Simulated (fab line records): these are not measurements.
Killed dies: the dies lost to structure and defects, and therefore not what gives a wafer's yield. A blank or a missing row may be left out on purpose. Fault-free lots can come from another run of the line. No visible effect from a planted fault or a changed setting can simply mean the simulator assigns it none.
A lot that was struck, set against a sound lot + flow n5 finfet + 16 out of 1938 route steps
Sound: wafers L252.2, L252.3, L252.5. Struck: wafers L268.1, L268.3 (left out: L268.6, a lot-mate that was not struck); the cause follows at the end.
For every step that has rows: the tool of each side, followed by ch and its chambers, followed by its first start. Under that, the readings that differ: sound wafers + struck wafers + difference of the means + sigmas: that difference in standard deviations of wafers without a fault.
alike: readings whose means differ by less than 2 such deviations, and words and numbers that are the same on both sides. not compared: withheld readings, readings that some wafer has no value for, bounds like >300 that may hide the same value, and numbers for which the record gives no deviation and whose values overlap.
Wherever a step has rows on one side only, a row that says differs or no value, or a row with sigmas, the two part there. Numbers that don't overlap but have no deviation are shown without sigmas and don't part them. A reading that every wafer of one side lacks parts them only if that side has two wafers or more.

first, 2 steps without rows for these wafers: N5_BEOL_M3_PEB_09 (peb time 60 s); N5_BEOL_M3_DEVELOP_10 (develop time 30 s).
N5_BEOL_M3_CD_MEAS_11: target cd 17.05 nm.
  sound on cd sem-03 ch 0, day 8 11:55; struck on cd sem-01 ch 0, day 12 15:00
  alike: cd nm
N5_BEOL_M3_OVL_MEAS_12:
  sound on overlay-01 ch 0, day 8 11:57; struck on overlay-02 ch 0, day 12 15:02
  alike: M3_OVL
N5_BEOL_M3_INSPECT_13: inspects for defects (brightfield).
  sound on defect inspect-01, day 8 12:00; struck on defect inspect-01, day 12 15:05
  alike: raw defect count
N5_BEOL_M3_DESCUM_16: chemistry O2, time 7 s.
  sound on rie diel-01 ch 0,1, day 8 12:27; struck on rie diel-03 ch 0,3, day 12 15:35
  alike: drypump motor current A, o2 flow sccm, oes product au, rf vpp V, showerhead plenum p Torr, temp c, throttle valve pct
  not compared: rf hours counter h
N5_BEOL_M3_ETCH_74: etches underlayer in N2/H2, target depth 6.5 nm, time 5.2 s.
  sound on rie diel-01 ch 0,1, day 8 12:29; struck on rie diel-03 ch 0,3, day 12 15:37
  alike: drypump motor current A, etch rf on time s, oes product au, rf vpp V, showerhead plenum p Torr, throttle valve pct
  not compared: rf hours counter h
then, 1 step without rows for these wafers: N5_BEOL_M3_ETCH_63 (etches SiARC in CF4, target depth 15.6 nm, time 26 s).
N5_BEOL_M3_ETCH_64: etches SOC in N2/H2, target depth 75 nm, overetch 15 nm, time 112.5 s.
  sound on rie diel-01 ch 0,1, day 8 12:32; struck on rie diel-03 ch 0,3, day 12 15:40
  alike: drypump motor current A, oes product au, rf vpp V, showerhead plenum p Torr, temp c, throttle valve pct
  not compared: rf hours counter h
then, 2 steps without rows for these wafers: N5_BEOL_M3_STRIP_65 (strips in N2/H2); N5_BEOL_M3_STRIP_75 (strips in N2/H2).
N5_BEOL_M3_STRIP_66: strips in CF4.
  sound on rie diel-01 ch 0,1, day 8 12:40; struck on rie diel-03 ch 0,3, day 12 15:47
  alike: drypump motor current A, oes product au, rf vpp V, showerhead plenum p Torr, throttle valve pct
  not compared: rf hours counter h
N5_BEOL_M3_HM_OPEN_17: chemistry Cl2/BCl3, target TiN, target depth 20 nm, overetch 6 nm.
  sound on rie metal-03 ch 0,1, day 8 12:42; struck on rie metal-03 ch 1, day 12 15:50
| reading                                  | sound       | struck  | difference | sigmas |
|------------------------------------------|-------------|---------|------------|--------|
| model.SOC_of_BEOL_M3_COAT_61.thk nm (nm) | 52 52 52.2  | 47.4 47 | -4.9       |        |
| model.BEOL_M3.cd offset nm (nm)          | -0.4 0 -0.6 | 0.8 0.8 | +1.1       |        |
  alike: drypump motor current A, oes product au, throttle valve pct
  not compared: rf hours counter h
N5_BEOL_M3_STRIP_19: strips in O2.
  sound on rie diel-03 ch 2,3, day 8 12:50; struck on rie diel-01 ch 2,3, day 12 16:11
  alike: drypump motor current A, o2 flow sccm, oes product au, rf vpp V, showerhead plenum p Torr, temp c, throttle valve pct
  not compared: rf hours counter h
N5_BEOL_M4_RC_MEAS_101:
  sound on prober-02 ch 0, day 9 05:10; struck on prober-01 ch 0, day 13 08:07
| reading       | sound                | struck        | difference | sigmas |
|---------------|----------------------|---------------|------------|--------|
| DIBL_N (mV/V) | 36.2 35.0 35.0       | 37.1 40.1     | +3.2       | +2     |
| VT_P (mV)     | -242.9 -244.8 -241.1 | -249.5 -247.7 | -5.7       | -2     |
  alike: DIBL_P, IOFF_N, IOFF_P, ION_N, ION_P, SS_N, SS_P, VT_N
following that, these wafers have no rows for 1 step: N5_PASSIVATION_PROBE_49.

== WHERE THEY PART ==
Within this record, at N5_BEOL_M4_RC_MEAS_101 only.

WHY: whatever the simulator had introduced
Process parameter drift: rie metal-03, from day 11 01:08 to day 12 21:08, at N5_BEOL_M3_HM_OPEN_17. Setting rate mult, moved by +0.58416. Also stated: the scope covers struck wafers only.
